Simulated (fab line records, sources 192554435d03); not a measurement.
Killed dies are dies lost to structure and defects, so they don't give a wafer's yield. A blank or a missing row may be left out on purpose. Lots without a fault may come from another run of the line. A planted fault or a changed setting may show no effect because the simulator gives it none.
Chamber matching | flow n5_finfet | N5_BEOL_M1_CMP_52 on cmp-03: 4 sister chambers
The step polishes, stops on SiOC, t overpolish 6.8 s, target thk 40 nm. 14 wafers are shown with their chamber, then 7 later ones without.

WAFERS WITH THEIR CHAMBER
wafer  | chamber | motor_current_A (A) | time_to_endpoint_s (s) | barrier_field_endpoint_s (s)
L077.1 | 0       | 5.6                 | 62                     | 25.0
L077.4 | 3       | 5.3                 | 59                     | 24.8
L077.5 | 3       | 5.7                 | 57                     | 24.7
L079.1 | 3       | 5.7                 | 60                     | 24.6
L079.3 | 1       | 6.5                 | 60                     | 24.3
L079.4 | 2       | 5.8                 | 65                     | 25.1
L080.2 | 0       | 5.7                 | 62                     | 24.7
L080.5 | 2       | 5.8                 | 68                     | 25.2
L080.6 | 1       | 6.5                 | 64                     | 24.7
L085.2 | 3       | 5.8                 | 61                     | 23.9
L085.3 | 0       | 5.8                 | 63                     | 24.7
L085.4 | 1       | 6.7                 | 58                     | 24.4
L089.1 | 3       | 5.6                 | 61                     | 24.3
L089.4 | 0       | 5.5                 | 62                     | 24.7

SIGNATURES (means of the wafers above)
reading                  | chamber 0 | chamber 1 | chamber 2 | chamber 3 | scatter within a chamber
motor_current_A          | 5.650     | 6.567     | 5.800     | 5.620     | 0.15
time_to_endpoint_s       | 62.25     | 60.67     | 66.50     | 59.60     | 1.87
barrier_field_endpoint_s | 24.775    | 24.467    | 25.150    | 24.460    | 0.263
Rule: a wafer's distance from a chamber is the root of the sum, over the readings, of the square of ((its reading less the chamber's mean) divided by the reading's scatter). The wafer belongs to the nearest chamber; if the next one is less than 2 further off, it can't be placed. The scatter: the root of (the sum of the squares of (reading less its chamber's mean) over the shown wafers, divided by (wafers less chambers)).

WAFERS WITHOUT THEIR CHAMBER
wafer  | motor_current_A (A) | time_to_endpoint_s (s) | barrier_field_endpoint_s (s)
L089.5 | 6.0                 | 66                     | 25.8
L092.2 | 5.6                 | 62                     | 24.7
L092.4 | 6.7                 | 63                     | 24.8
L092.5 | 6.1                 | 64                     | 25.3
L097.3 | 6.0                 | 65                     | 26.2
L097.5 | 5.7                 | 61                     | 25.8
L097.6 | 5.6                 | 66                     | 26.4

WHICH CHAMBER EACH WENT THROUGH
wafer  | from the rows above          | in truth
L089.5 | 2                            | 2
L092.2 | can't be placed: 0 or 3      | 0
L092.4 | 1                            | 1
L092.5 | can't be placed: 2 or 0      | 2
L097.3 | can't be placed: 2 or 0      | 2
L097.5 | can't be placed: 2 or 0 or 3 | 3
L097.6 | can't be placed: 2 or 0      | 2
Placed correctly: 2 of 7. Can't be placed from these rows: 5 (the true chamber is among the candidates in 5). Placed wrongly: 0.
